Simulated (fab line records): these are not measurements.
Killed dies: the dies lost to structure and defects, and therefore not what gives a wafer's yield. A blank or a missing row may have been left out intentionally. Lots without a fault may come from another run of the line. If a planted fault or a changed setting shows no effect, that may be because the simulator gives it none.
What tool caused it?	flow n5-finfet	10 lots with 29 wafers sampled at 5 steps, on a route of 1938 steps

WHAT THE GAUGES READ, wafer by wafer
N5_BEOL_M4_RC_MEAS_101. Usual: DIBL_N 36.4 mV/V, standard deviation 1.3; DIBL_P 36.5 mV/V, standard deviation 1.7; IOFF_N 0.154 nA/um, standard deviation 0.022; IOFF_P 0.202 nA/um, standard deviation 0.025; ION_N 671 uA/um, standard deviation 9.8; ION_P 460 uA/um, standard deviation 6.8; SS_N 71.6 mV/dec, standard deviation 0.54; SS_P 73.4 mV/dec, standard deviation 0.58; VT_N 250.9 mV, standard deviation 2.8; VT_P -251.4 mV, standard deviation 2.7.
lot	measured	on	DIBL_N (mV/V)	DIBL_P (mV/V)	IOFF_N (nA/um)	IOFF_P (nA/um)	ION_N (uA/um)	ION_P (uA/um)	SS_N (mV/dec)	SS_P (mV/dec)	VT_N (mV)	VT_P (mV)	flag
L444	day 8 04:26	prober-02	37.2 34.8 37.4	35.9 33.7 36.4	0.159 0.124 0.168	0.181 0.161 0.194	682 668 674	449 458 452	73.0 71.3 72.1	73.1 73.1 72.9	252.0 255.4 250.2	-252.2 -252.7 -252.2	
L445	day 8 07:36	prober-02	37.7 34.9 37.6	38.0 34.4 37.3	0.170 0.125 0.170	0.216 0.167 0.201	667 657 672	457 453 456	71.6 70.8 71.3	74.3 73.3 74.2	249.1 255.3 251.2	-252.6 -256.2 -253.2	
L446	day 8 14:12	prober-02	39.3 36.8 35.7	38.5 36.2 34.4	0.174 0.132 0.116	0.185 0.155 0.142	669 662 657	447 446 444	72.4 71.7 71.4	74.5 72.9 73.5	252.2 253.1 258.6	-256.8 -256.9 -256.9	
L448	day 9 02:28	prober-02	36.6 36.0 35.3	37.2 36.3 35.5	0.147 0.145 0.134	0.204 0.201 0.183	679 694 665	463 469 460	72.0 71.6 71.7	73.4 72.9 73.3	249.0 250.9 251.9	-249.7 -250.8 -252.3	
L451	day 10 06:58	prober-02	38.1 35.6	39.3 35.2	0.194 0.135	0.264 0.194	684 664	474 461	72.1 71.9	73.9 73.4	247.2 253.0	-247.0 -250.1	
L458	day 11 21:14	prober-01	37.2 35.0 36.2	35.4 34.6 35.3	0.176 0.140 0.156	0.210 0.197 0.205	665 667 663	452 457 456	72.6 72.0 71.8	73.9 73.3 73.6	250.9 252.5 250.5	-251.1 -249.8 -248.8	
L463	day 13 07:52	prober-01	37.1 37.6 37.2	35.6 37.3 37.7	0.163 0.188 0.193	0.198 0.241 0.248	661 676 687	449 463 469	71.9 71.9 71.4	73.7 74.4 73.6	250.8 244.2 246.1	-252.9 -245.9 -245.7	
L464	day 12 23:37	prober-02	38.7 37.7 38.3	40.7 40.3 41.4	0.203 0.184 0.213	0.250 0.238 0.267	671 675 679	462 457 461	73.0 72.1 72.4	74.1 74.4 73.9	248.8 249.9 248.1	-248.9 -249.7 -247.8	
L465	day 13 22:59	prober-01	34.7 35.0 35.2	34.7 35.3 36.0	0.130 0.134 0.145	0.191 0.199 0.215	662 679 672	459 466 464	71.6 70.6 71.2	72.5 72.7 72.4	253.3 251.0 250.8	-251.2 -248.1 -249.1	
L466	day 13 17:35	prober-01	36.1 37.4 37.3	37.4 38.9 38.9	0.157 0.189 0.187	0.192 0.220 0.211	677 685 669	453 465 455	71.5 71.6 71.8	73.3 74.2 73.7	247.4 245.6 248.7	-252.0 -250.3 -251.6	

WHAT TOOL EACH LOT RAN ON (gives the tool, then ch and the chambers of the sampled wafers, and finally the start)
lot	N5_MOL_CONTACT_COAG_TI_SIL_19	N5_MOL_CONTACT_COAG_SIL_ANNEAL_21	N5_MOL_CONTACT_COAG_CMP_28	N5_MOL_CONTACT_COAG_ALD_123
L444	pvd-sputter-02, day 5 01:40	rtp-anneal-02 ch 0, day 5 02:10	cmp-02 ch 0,1, day 5 08:01	ald-sin-01 ch 1,2,3, day 5 08:22
L445	pvd-sputter-02, day 5 04:50	rtp-anneal-02 ch 0, day 5 05:20	cmp-03 ch 0,1,2, day 5 11:42	ald-sin-02 ch 0,1,3, day 5 12:02
L446	pvd-sputter-03, day 5 11:56	rtp-anneal-02 ch 0, day 5 12:27	cmp-01 ch 0,3, day 5 21:39	ald-sin-02 ch 1,2, day 5 21:57
L448	pvd-sputter-03, day 5 20:58	rtp-anneal-01 ch 0, day 5 21:30	cmp-03 ch 0,1, day 6 04:05	ald-sin-02 ch 1,2,3, day 6 04:25
L451	pvd-sputter-03, day 6 18:49	rtp-anneal-01 ch 0, day 6 19:23	cmp-03 ch 1,2, day 7 01:47	ald-sin-04 ch 0,1, day 7 02:07
L458	pvd-sputter-01, day 8 10:40	rtp-anneal-01 ch 0, day 8 11:09	cmp-01 ch 1,2,3, day 8 20:14	ald-sin-02 ch 0,1,2, day 8 20:53
L463	pvd-sputter-03, day 9 22:24	rtp-anneal-02 ch 0, day 9 22:55	cmp-02 ch 0,1,3, day 10 05:02	ald-sin-04 ch 1,3, day 10 05:20
L464	pvd-sputter-02, day 10 01:32	rtp-anneal-01 ch 0, day 10 02:06	cmp-01 ch 0,1,2, day 10 10:04	ald-sin-02 ch 0,1,3, day 10 10:20
L465	pvd-sputter-01, day 10 19:02	rtp-anneal-01 ch 0, day 10 19:35	cmp-01 ch 1,2,3, day 11 04:53	ald-sin-04 ch 0,1,3, day 11 05:13
L466	pvd-sputter-01, day 10 19:08	rtp-anneal-02 ch 0, day 10 19:38	cmp-02 ch 0,1,3, day 11 05:01	ald-sin-02 ch 0,1,3, day 11 05:23
- N5_MOL_CONTACT_COAG_TI_SIL_19: material Ti, target thk 4.2 nm, time 15 s.
- N5_MOL_CONTACT_COAG_SIL_ANNEAL_21: time 60 s.
- N5_MOL_CONTACT_COAG_CMP_28: polishes, stops on SiNx, t overpolish 0.85 s, target thk 14.522 nm.
- N5_MOL_CONTACT_COAG_ALD_123: deposits SiNx, target thk 5 nm, pulse time 1 s, purge time 2 s.

AS READ BY THE TOOLS THEMSELVES (means over the sampled wafers that have a number; for cases with no such wafer, the mark the record gives instead)
N5_MOL_CONTACT_COAG_TI_SIL_19. Usual: throttle-valve-pct 29.8 %, standard deviation 1.
lot	tool	throttle-valve-pct (%)	flag
L444	pvd-sputter-02	29.6	
L445	pvd-sputter-02	29.2	
L446	pvd-sputter-03	29.7	
L448	pvd-sputter-03	30.2	
L451	pvd-sputter-03	30.2	
L458	pvd-sputter-01	29.6	
L463	pvd-sputter-03	29.8	
L464	pvd-sputter-02	30.1	
L465	pvd-sputter-01	29.3	
L466	pvd-sputter-01	29.7	

N5_MOL_CONTACT_COAG_SIL_ANNEAL_21. Usual: lamp-power-pct 6.1 %, standard deviation 0.45; lamp_zone_3_pct 6.1 %, standard deviation 0.45; wafer_temp_C_max 552.5, standard deviation 0.89.
lot	tool	lamp-power-pct (%)	lamp_zone_3_pct (%)	wafer_temp_C_max	flag
L444	rtp-anneal-02	6.7	6.7	551.8	
L445	rtp-anneal-02	6.7	6.7	552.2	
L446	rtp-anneal-02	6.7	6.7	551.5	
L448	rtp-anneal-01	5.8	5.8	553.0	
L451	rtp-anneal-01	5.8	5.8	553.2	
L458	rtp-anneal-01	5.8	5.8	553.2	
L463	rtp-anneal-02	6.7	6.7	551.4	
L464	rtp-anneal-01	5.8	5.8	553.3	
L465	rtp-anneal-01	5.8	5.8	552.8	
L466	rtp-anneal-02	6.7	6.7	551.7	

N5_MOL_CONTACT_COAG_CMP_28. Usual: motor-current-A 12.8 A, standard deviation 1.3; time-to-endpoint-s 4.8 s, standard deviation 1.7.
lot	tool	motor-current-A (A)	time-to-endpoint-s (s)	flag
L444	cmp-02	13.2	5.9	
L445	cmp-03	12.2	4.8	
L446	cmp-01	12.5	3.2	
L448	cmp-03	11.4	3.4	
L451	cmp-03	12.0	8.2	
L458	cmp-01	13.8	5.9	
L463	cmp-02	12.6	4.1	
L464	cmp-01	13.9	4.8	
L465	cmp-01	13.9	2.7	
L466	cmp-02	12.5	2.4	

N5_MOL_CONTACT_COAG_ALD_123. Usual: heater-power-w 910 W, standard deviation 79; precursor-pulse-height-rel 1.004, standard deviation 0.021.
lot	tool	heater-power-w (W)	precursor-pulse-height-rel	flag
L444	ald-sin-01	793	0.994	
L445	ald-sin-02	925	1.017	
L446	ald-sin-02	961	1.002	
L448	ald-sin-02	937	1.001	
L451	ald-sin-04	936	1.013	
L458	ald-sin-02	957	0.992	
L463	ald-sin-04	846	1.008	
L464	ald-sin-02	949	1.021	
L465	ald-sin-04	894	0.989	
L466	ald-sin-02	943	0.997	

THE ANSWER, worked out from the rows above alone
Rule: take the mean of a lot's wafers that have a number; if it is more than 3 standard deviations from the usual mean, the lot is off. A lot without any number at a reading at which 4 lots or more have one is off too. Where the step has rows for the other lots, those lots are counted as sound. First the gauges in route order, then the tools' own readings, where a lot's mean is used as printed above. At the first step where some lot is off, the reading lying furthest off is the one used; lots without a number count as furthest.
No lot is off on any of the readings shown, so nothing can be concluded from this.

WHAT WAS PUT IN BY THE SIMULATOR
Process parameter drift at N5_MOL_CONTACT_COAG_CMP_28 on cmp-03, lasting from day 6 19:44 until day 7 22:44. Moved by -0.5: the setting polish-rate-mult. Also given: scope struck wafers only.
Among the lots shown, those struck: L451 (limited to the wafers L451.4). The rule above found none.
